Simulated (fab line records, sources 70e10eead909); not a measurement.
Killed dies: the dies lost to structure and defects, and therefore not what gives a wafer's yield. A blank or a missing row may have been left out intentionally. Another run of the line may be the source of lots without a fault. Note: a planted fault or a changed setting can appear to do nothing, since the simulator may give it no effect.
Chamber matching	flow nand_harc	rie_diel-04 running NHARC_A_CHANNEL_FILL_D1_ETCHBACK_20: 4 sister chambers
The step etches the open film in C4F8/O2/Ar, target depth 27 nm, time 13.5 s. 14 wafers are shown with their chamber, then 7 later ones without.

== WAFERS, EACH WITH ITS CHAMBER ==
wafer	chamber	rf_vpp_V (V)	oes_product_au (a.u.)	chamber_pressure_mTorr (mTorr)
L075.1	1	970	0.99	24.971
L075.2	3	973	0.98	24.974
L075.5	0	984	1.00	24.965
L076.1	0	984	1.00	25.031
L076.3	3	973	0.98	25.000
L076.4	1	971	0.98	25.013
L081.1	0	988	0.94	25.008
L081.2	1	972	0.92	24.991
L081.4	3	971	0.92	24.994
L088.1	2	972	0.91	24.985
L088.3	0	983	0.94	25.036
L088.6	0	983	0.94	25.029
L090.1	3	973	0.92	24.998
L090.3	2	971	0.92	24.982

SIGNATURES (means of the wafers above)
reading	chamber 0	chamber 1	chamber 2	chamber 3	scatter within a chamber
rf_vpp_V	984.40	971.00	971.50	972.50	1.51
oes_product_au	0.9640	0.9633	0.9150	0.9500	0.0329
chamber_pressure_mTorr	25.01380	24.99167	24.98350	24.99150	0.0218
Rule: a wafer lies at a distance from a chamber equal to the root of the sum of squares, over the readings, of (its reading less the chamber's mean, divided by the reading's scatter). The wafer belongs to the nearest chamber; if the next one is less than 2 further off, it can't be placed. The scatter: the root of (the sum of the squares of (reading less its chamber's mean) over the shown wafers, divided by (wafers less chambers)).

== WAFERS WITHOUT THEIR CHAMBER ==
wafer	rf_vpp_V (V)	oes_product_au (a.u.)	chamber_pressure_mTorr (mTorr)
L090.5	985	0.93	24.989
L092.3	972	1.00	24.957
L092.4	970	0.98	24.994
L092.6	972	0.99	25.006
L094.1	970	0.98	25.048
L094.3	973	1.00	24.995
L094.4	973	1.00	24.994

== CHAMBER TAKEN BY EACH ==
wafer	from the rows above	in truth
L090.5	0	0
L092.3	can't be placed: 1 or 3 or 2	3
L092.4	can't be placed: 1 or 3 or 2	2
L092.6	can't be placed: 1 or 3 or 2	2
L094.1	can't be placed: 1 or 3 or 2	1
L094.3	can't be placed: 3 or 1 or 2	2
L094.4	can't be placed: 3 or 1 or 2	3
Correctly placed: 1 of 7. From these rows, 6 cannot be placed; in 6 the true chamber is one of the candidates. Placed wrongly: 0.
